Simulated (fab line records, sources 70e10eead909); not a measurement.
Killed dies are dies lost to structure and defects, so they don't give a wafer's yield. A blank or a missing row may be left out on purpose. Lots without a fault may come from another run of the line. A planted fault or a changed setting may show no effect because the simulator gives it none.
Which tool did it? | flow nand_harc | 24 lots, 72 wafers sampled, at 4 steps of a route of 1159

WHAT THE GAUGES READ, wafer by wafer
NHARC_P_BONDPAD_CD_MEAS_13. Usual: cd_nm 499.4 nm, standard deviation 2.2.
lot  | measured     | on        | cd_nm (nm)        | flag
L074 | day 6 12:48  | cd_sem-02 | 499.5 499.0 499.9 |
L075 | day 6 23:59  | cd_sem-03 | 497.0 499.7 496.3 |
L076 | day 7 01:13  | cd_sem-03 | 500.6 497.8 499.3 |
L077 | day 7 01:31  | cd_sem-03 | 500.0 497.3 499.4 |
L079 | day 7 12:05  | cd_sem-01 | 499.3 501.5 505.8 |
L078 | day 7 13:14  | cd_sem-02 | 498.9 500.4 497.6 |
L080 | day 7 19:56  | cd_sem-01 | 497.0 497.9 499.4 |
L081 | day 7 20:38  | cd_sem-01 | 498.1 497.5 495.6 |
L082 | day 8 09:38  | cd_sem-02 | 502.3 498.2 499.4 |
L083 | day 8 10:41  | cd_sem-01 | 498.5 495.5 497.3 |
L084 | day 9 01:22  | cd_sem-03 | 502.7 499.9 500.5 |
L085 | day 9 02:40  | cd_sem-03 | 503.1 501.8 503.0 |
L086 | day 9 15:31  | cd_sem-01 | 498.9 497.8 499.6 |
L087 | day 9 16:19  | cd_sem-03 | 504.3 503.6 502.3 |
L088 | day 9 22:14  | cd_sem-01 | 501.6 498.7 499.8 |
L089 | day 10 03:17 | cd_sem-02 | 499.3 500.5 500.7 |
L090 | day 10 03:20 | cd_sem-01 | 494.0 497.3 496.9 |
L091 | day 10 12:11 | cd_sem-03 | 500.8 505.1 500.4 |
L092 | day 10 13:01 | cd_sem-03 | 497.4 501.1 497.7 |
L093 | day 10 23:37 | cd_sem-03 | 498.7 498.6 498.3 |
L094 | day 11 01:29 | cd_sem-03 | 501.2 501.7 497.7 |
L095 | day 11 12:49 | cd_sem-03 | 502.0 500.5 498.0 |
L097 | day 11 22:13 | cd_sem-03 | 499.5 497.4 501.4 |
L096 | day 12 03:07 | cd_sem-03 | 500.8 501.5 498.8 |

NHARC_A_ONON_D1_INSPECT_32. Usual: raw_defect_count 74, standard deviation 24.
lot  | measured     | on                | raw_defect_count | flag
L074 | day 8 05:16  | defect_inspect-02 | 96 124 122       |
L075 | day 8 15:28  | defect_inspect-02 | 75 55 65         |
L076 | day 8 15:35  | defect_inspect-02 | 80 42 79         |
L077 | day 8 15:21  | defect_inspect-02 | 60 55 35         |
L079 | day 9 02:49  | defect_inspect-02 | 82 80 69         |
L078 | day 9 02:53  | defect_inspect-01 | 58 52 30         |
L080 | day 9 10:49  | defect_inspect-02 | 66 88 92         |
L081 | day 9 10:59  | defect_inspect-02 | 90 59 74         |
L082 | day 10 01:54 | defect_inspect-01 | 111 59 81        |
L083 | day 10 02:01 | defect_inspect-02 | 80 92 128        |
L084 | day 10 23:52 | defect_inspect-01 | 92 112 76        |
L085 | day 10 23:58 | defect_inspect-01 | 73 59 95         |
L086 | day 11 12:07 | defect_inspect-01 | 87 69 86         |
L087 | day 11 11:48 | defect_inspect-01 | 56 89 77         |
L088 | day 11 11:57 | defect_inspect-01 | 56 84 91         |
L089 | day 11 19:51 | defect_inspect-02 | 75 115 97        |
L090 | day 11 20:06 | defect_inspect-02 | 55 56 70         |
L091 | day 12 02:51 | defect_inspect-01 | 42 48 43         |
L092 | day 12 02:51 | defect_inspect-02 | 73 95 139        |
L093 | day 12 14:06 | defect_inspect-01 | 103 88 83        |
L094 | day 12 14:05 | defect_inspect-01 | 46 39 69         |
L095 | day 13 05:31 | defect_inspect-01 | 59 99 71         |
L097 | day 13 12:26 | defect_inspect-02 | 89 67 78         |
L096 | day 13 20:20 | defect_inspect-01 | 47 68 45         |

WHICH TOOL RAN EACH LOT (tool, then ch and the chambers of the sampled wafers, then the start)
lot  | NHARC_P_BONDPAD_STRIP_15           | NHARC_P_BONDPAD_ANNEAL_28
L074 | rie_diel-01 ch 1,2,3, day 6 12:54  | rtp_anneal-01 ch 0, day 6 14:16
L075 | rie_diel-07 ch 0,2,3, day 7 00:05  | rtp_anneal-01 ch 0, day 7 01:23
L076 | rie_diel-07 ch 0,1,2, day 7 01:19  | rtp_anneal-01 ch 0, day 7 02:38
L077 | rie_diel-07 ch 0,3, day 7 01:35    | rtp_anneal-02 ch 0, day 7 02:52
L079 | rie_diel-07 ch 0,2,3, day 7 12:10  | rtp_anneal-02 ch 0, day 7 13:28
L078 | rie_diel-07 ch 0,1,3, day 7 13:19  | rtp_anneal-01 ch 0, day 7 14:44
L080 | rie_diel-04 ch 0,1,3, day 7 20:00  | rtp_anneal-01 ch 0, day 7 21:29
L081 | rie_diel-07 ch 0,1,3, day 7 20:44  | rtp_anneal-01 ch 0, day 7 22:10
L082 | rie_diel-07 ch 1,2,3, day 8 09:44  | rtp_anneal-02 ch 0, day 8 11:01
L083 | rie_diel-07 ch 1,3, day 8 10:46    | rtp_anneal-02 ch 0, day 8 12:10
L084 | rie_diel-07 ch 0,1,3, day 9 01:29  | rtp_anneal-01 ch 0, day 9 02:45
L085 | rie_diel-07 ch 0,2,3, day 9 02:50  | rtp_anneal-01 ch 0, day 9 04:16
L086 | rie_diel-07 ch 0,1,2, day 9 15:37  | rtp_anneal-02 ch 0, day 9 16:54
L087 | rie_diel-07 ch 1,2,3, day 9 16:23  | rtp_anneal-01 ch 0, day 9 17:44
L088 | rie_diel-07 ch 1,2, day 9 22:18    | rtp_anneal-01 ch 0, day 9 23:54
L089 | rie_diel-07 ch 1,2,3, day 10 03:22 | rtp_anneal-02 ch 0, day 10 04:47
L090 | rie_diel-01 ch 2,3, day 10 03:25   | rtp_anneal-01 ch 0, day 10 04:53
L091 | rie_diel-04 ch 0,2,3, day 10 12:16 | rtp_anneal-02 ch 0, day 10 13:36
L092 | rie_diel-04 ch 0,1,2, day 10 13:06 | rtp_anneal-02 ch 0, day 10 14:28
L093 | rie_diel-07 ch 1,2,3, day 10 23:41 | rtp_anneal-02 ch 0, day 11 00:58
L094 | rie_diel-07 ch 0,2,3, day 11 01:35 | rtp_anneal-01 ch 0, day 11 02:55
L095 | rie_diel-07 ch 0,1,2, day 11 12:53 | rtp_anneal-02 ch 0, day 11 14:10
L097 | rie_diel-07 ch 0,3, day 11 22:18   | rtp_anneal-01 ch 0, day 11 23:35
L096 | rie_diel-07 ch 1,3, day 12 03:12   | rtp_anneal-01 ch 0, day 12 04:28
- NHARC_P_BONDPAD_STRIP_15: strips in O2.
- NHARC_P_BONDPAD_ANNEAL_28: time 90 s.

WHAT THE TOOLS THEMSELVES READ (means of the sampled wafers that have a number; where no wafer has one, the mark that the record gives instead)
NHARC_P_BONDPAD_STRIP_15. Usual: drypump_motor_current_A 5.72 A, standard deviation 0.26; oes_product_au 0.998 a.u., standard deviation 0.0099; rf_vpp_V 57.6 V, standard deviation 0.95; showerhead_plenum_p_Torr 3.47 Torr, standard deviation 0.15; throttle_valve_pct 17.036 %, standard deviation 0.0085.
lot  | tool        | drypump_motor_current_A (A) | oes_product_au (a.u.) | rf_vpp_V (V) | showerhead_plenum_p_Torr (Torr) | throttle_valve_pct (%) | flag
L074 | rie_diel-01 | 5.45                        | 0.994                 | 58.3         | 3.46                            | 17.037                 |
L075 | rie_diel-07 | 5.80                        | 0.995                 | 56.5         | 3.48                            | 17.033                 |
L076 | rie_diel-07 | 5.84                        | 1.001                 | 57.7         | 3.38                            | 17.036                 |
L077 | rie_diel-07 | 5.75                        | 0.996                 | 57.8         | 3.62                            | 17.037                 |
L079 | rie_diel-07 | 5.82                        | 1.002                 | 58.2         | 3.48                            | 17.036                 |
L078 | rie_diel-07 | 5.77                        | 0.993                 | 57.7         | 3.51                            | 17.044                 |
L080 | rie_diel-04 | 5.29                        | 1.004                 | 56.8         | 3.50                            | 17.038                 |
L081 | rie_diel-07 | 5.76                        | 0.988                 | 58.2         | 3.51                            | 17.035                 |
L082 | rie_diel-07 | 5.73                        | 0.996                 | 57.2         | 3.49                            | 17.034                 |
L083 | rie_diel-07 | 5.65                        | 0.987                 | 58.0         | 3.63                            | 17.040                 |
L084 | rie_diel-07 | 5.78                        | 0.993                 | 56.9         | 3.51                            | 17.039                 |
L085 | rie_diel-07 | 5.80                        | 0.994                 | 57.4         | 3.48                            | 17.035                 |
L086 | rie_diel-07 | 5.83                        | 0.994                 | 57.4         | 3.37                            | 17.042                 |
L087 | rie_diel-07 | 5.72                        | 0.995                 | 58.3         | 3.49                            | 17.035                 |
L088 | rie_diel-07 | 5.80                        | 0.997                 | 57.0         | 3.35                            | 17.033                 |
L089 | rie_diel-07 | 5.73                        | 0.993                 | 57.7         | 3.49                            | 17.037                 |
L090 | rie_diel-01 | 5.95                        | 1.006                 | 56.6         | 3.49                            | 17.041                 |
L091 | rie_diel-04 | 5.59                        | 0.995                 | 57.4         | 3.47                            | 17.037                 |
L092 | rie_diel-04 | 5.46                        | 1.007                 | 58.2         | 3.52                            | 17.037                 |
L093 | rie_diel-07 | 5.74                        | 0.993                 | 58.1         | 3.49                            | 17.028                 |
L094 | rie_diel-07 | 5.79                        | 1.001                 | 58.3         | 3.48                            | 17.040                 |
L095 | rie_diel-07 | 5.83                        | 0.995                 | 57.8         | 3.37                            | 17.030                 |
L097 | rie_diel-07 | 5.85                        | 1.007                 | 56.9         | 3.50                            | 17.040                 |
L096 | rie_diel-07 | 5.66                        | 0.998                 | 58.6         | 3.62                            | 17.031                 |

NHARC_P_BONDPAD_ANNEAL_28. Usual: wafer_temp_C_max 226.5, standard deviation 0.36.
lot  | tool          | wafer_temp_C_max | flag
L074 | rtp_anneal-01 | 226.7            |
L075 | rtp_anneal-01 | 226.7            |
L076 | rtp_anneal-01 | 227.0            |
L077 | rtp_anneal-02 | 226.4            |
L079 | rtp_anneal-02 | 226.0            |
L078 | rtp_anneal-01 | 226.8            |
L080 | rtp_anneal-01 | 226.8            |
L081 | rtp_anneal-01 | 226.5            |
L082 | rtp_anneal-02 | 226.3            |
L083 | rtp_anneal-02 | 226.2            |
L084 | rtp_anneal-01 | 226.9            |
L085 | rtp_anneal-01 | 227.0            |
L086 | rtp_anneal-02 | 226.2            |
L087 | rtp_anneal-01 | 226.3            |
L088 | rtp_anneal-01 | 226.4            |
L089 | rtp_anneal-02 | 226.1            |
L090 | rtp_anneal-01 | 226.5            |
L091 | rtp_anneal-02 | 226.2            |
L092 | rtp_anneal-02 | 226.0            |
L093 | rtp_anneal-02 | 226.1            |
L094 | rtp_anneal-01 | 226.9            |
L095 | rtp_anneal-02 | 226.4            |
L097 | rtp_anneal-01 | 226.9            |
L096 | rtp_anneal-01 | 226.6            |

THE ANSWER, worked out from the rows above alone
Rule: a lot is off if the mean of its wafers that have a number lies more than 3 standard deviations from the usual mean. A lot without any number at a reading at which 4 lots or more have one is off too. The other lots that the step has rows for count as sound. The gauges are gone through in route order, then the tools' own readings, and for those a lot's mean is taken as printed above. The first step at which some lot is off is used, and at that step the reading that is off furthest; a lot without a number counts as furthest.
No lot is off at any reading shown: from this, nothing can be told.

WHAT THE SIMULATOR HAD PUT IN
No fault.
